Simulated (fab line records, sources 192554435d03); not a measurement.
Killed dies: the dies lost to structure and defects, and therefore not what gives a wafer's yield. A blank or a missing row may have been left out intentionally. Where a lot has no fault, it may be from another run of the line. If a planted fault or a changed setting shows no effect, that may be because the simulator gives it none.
Chamber matching	flow n5Finfet	rieDiel-02 running N5_FIN_CUT_CUT_ETCH_27: 4 sister chambers
The step etches SiO2 in CHF3/O2, target depth 4 nm, overetch 2 nm, time 4.9 s. 8 wafers are shown with their chamber, then 9 later ones without.

## WAFERS PAIRED WITH THEIR CHAMBERS
wafer	chamber	showerheadPlenumPTorr (Torr)	throttleValvePct (%)
L078.2	0	2.29	19.38
L080.2	2	2.35	18.67
L080.6	0	2.28	19.38
L082.3	1	2.51	18.79
L082.5	2	2.35	18.68
L084.1	1	2.51	18.79
L084.3	3	2.47	18.86
L084.5	3	2.47	18.84

## WAFERS WHOSE CHAMBER IS MISSING
wafer	showerheadPlenumPTorr (Torr)	throttleValvePct (%)
L088.3	2.35	18.70
L088.4	2.50	18.80
L088.5	2.34	18.69
L091.1	2.34	18.70
L091.2	2.47	18.86
L091.5	2.47	18.86
L096.1	2.47	18.46
L096.2	2.50	18.84
L096.6	2.50	18.85

## CHAMBER TAKEN BY EACH
wafer	from the rows above	in truth
L088.3	2	2
L088.4	1	1
L088.5	2	2
L091.1	2	2
L091.2	3	3
L091.5	3	3
L096.1	can't be placed: 1 or 2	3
L096.2	can't be placed: 1 or 3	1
L096.6	can't be placed: 1 or 3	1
Placed correctly: 6 of 9. Can't be placed from these rows: 3 (the true chamber is among the candidates in 2). Placed wrongly: 0.
How it was worked out, from the rows above alone: a wafer's distance from a chamber is the root of the sum, over the readings, of the square of ((its reading less the chamber's mean) divided by the reading's scatter). The wafer belongs to the nearest chamber; if the next one is less than 2 further off, it can't be placed. The mean given for a chamber averages the wafers shown for that chamber. The scatter is the square root of a quotient: the sum, over the shown wafers, of each reading's squared deviation from its chamber's mean, divided by wafers minus chambers.
